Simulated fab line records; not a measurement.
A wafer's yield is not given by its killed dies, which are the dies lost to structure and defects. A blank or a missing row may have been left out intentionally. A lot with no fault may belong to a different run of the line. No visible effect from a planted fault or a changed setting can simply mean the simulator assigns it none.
The tool behind it: which one? -- flow n5Finfet -- 13 lots, 37 wafers sampled, at 2 steps of a route of 1938

WHAT THE GAUGES SHOWED, per wafer
N5_BEOL_M10_RS_MEAS_57: a four-point-probe measurement. Usual: M10_RS typically reads 0.153 ohm/sq, with standard deviation 0.0045.
lot,measured,on,M10_RS (ohm/sq),flag
L311,day 11 09:56,filmMetro-02,0.164 0.147 0.153,
L312,day 11 14:06,filmMetro-02,0.157 0.148 0.153,
L316,day 12 06:33,filmMetro-02,0.147 0.149,
L315,day 12 07:33,filmMetro-02,0.151 0.153 0.154,
L317,day 12 12:03,filmMetro-01,0.153 0.155 0.149,
L320,day 13 15:50,filmMetro-02,0.157 0.153 0.157,
L322,day 14 01:02,filmMetro-02,0.156 0.158 0.155,
L321,day 14 01:17,filmMetro-02,0.154 0.153 0.152,
L324,day 14 18:28,filmMetro-02,0.149 0.152 0.163,
L327,day 15 17:26,filmMetro-01,0.152 0.146,
L329,day 16 03:53,filmMetro-02,0.160 0.151 0.150,
L331,day 16 04:53,filmMetro-02,0.150 0.154 0.146,
L330,day 16 05:50,filmMetro-01,0.149 0.154 0.147,

WHICH TOOL RAN EACH LOT (tool, then ch and the chambers of the sampled wafers, then the start)
lot,N5_BEOL_M10_SPUTTER_48
L311,"pvdSputter-03, day 11 08:59"
L312,"pvdSputter-02, day 11 13:05"
L316,"pvdSputter-02, day 12 05:33"
L315,"pvdSputter-02, day 12 06:35"
L317,"pvdSputter-03, day 12 11:03"
L320,"pvdSputter-03, day 13 14:41"
L322,"pvdSputter-02, day 13 23:43"
L321,"pvdSputter-02, day 13 23:50"
L324,"pvdSputter-03, day 14 17:01"
L327,"pvdSputter-02, day 15 16:07"
L329,"pvdSputter-01, day 16 02:35"
L331,"pvdSputter-02, day 16 03:55"
L330,"pvdSputter-01, day 16 04:53"
- N5_BEOL_M10_SPUTTER_48: material Cu, target thk 12 nm, time 2 s.

AS READ BY THE TOOLS THEMSELVES (means over the sampled wafers that have a number; for cases with no such wafer, the mark the record gives instead)
N5_BEOL_M10_SPUTTER_48. Usual: biasV 60.1 V, standard deviation 0.52; chuckSensorTempC -15.7 C, standard deviation 0.55; throttleValvePct 29.7 %, standard deviation 1.
lot,tool,biasV (V),chuckSensorTempC (C),throttleValvePct (%),flag
L311,pvdSputter-03,59.8,-15.6,29.5,
L312,pvdSputter-02,60.4,-16.0,28.9,
L316,pvdSputter-02,59.8,-16.2,29.4,
L315,pvdSputter-02,60.6,-15.4,29.5,
L317,pvdSputter-03,59.8,-15.4,29.9,
L320,pvdSputter-03,60.2,-15.7,29.6,
L322,pvdSputter-02,60.4,-15.5,29.7,
L321,pvdSputter-02,59.8,-15.8,29.1,
L324,pvdSputter-03,60.5,-15.5,29.9,
L327,pvdSputter-02,60.0,-14.8,29.5,
L329,pvdSputter-01,60.3,-15.6,31.0,
L331,pvdSputter-02,60.0,-15.7,30.2,
L330,pvdSputter-01,59.6,-15.8,30.4,

THE ANSWER, worked out from the rows above alone
Rule: lot off if the mean of its wafers having a number is beyond 3 standard deviations from the usual mean. Also off: a lot with no number at a reading for which 4 or more lots have one. Any other lot the step has rows for is counted as sound. First the gauges in route order, then the tools' own readings, where a lot's mean is used as printed above. The first step at which some lot is off is used, and at that step the reading that is off furthest; a lot without a number counts as furthest.
No lot is off at any reading shown: from this, nothing can be told.

WHAT THE SIMULATOR HAD PUT IN
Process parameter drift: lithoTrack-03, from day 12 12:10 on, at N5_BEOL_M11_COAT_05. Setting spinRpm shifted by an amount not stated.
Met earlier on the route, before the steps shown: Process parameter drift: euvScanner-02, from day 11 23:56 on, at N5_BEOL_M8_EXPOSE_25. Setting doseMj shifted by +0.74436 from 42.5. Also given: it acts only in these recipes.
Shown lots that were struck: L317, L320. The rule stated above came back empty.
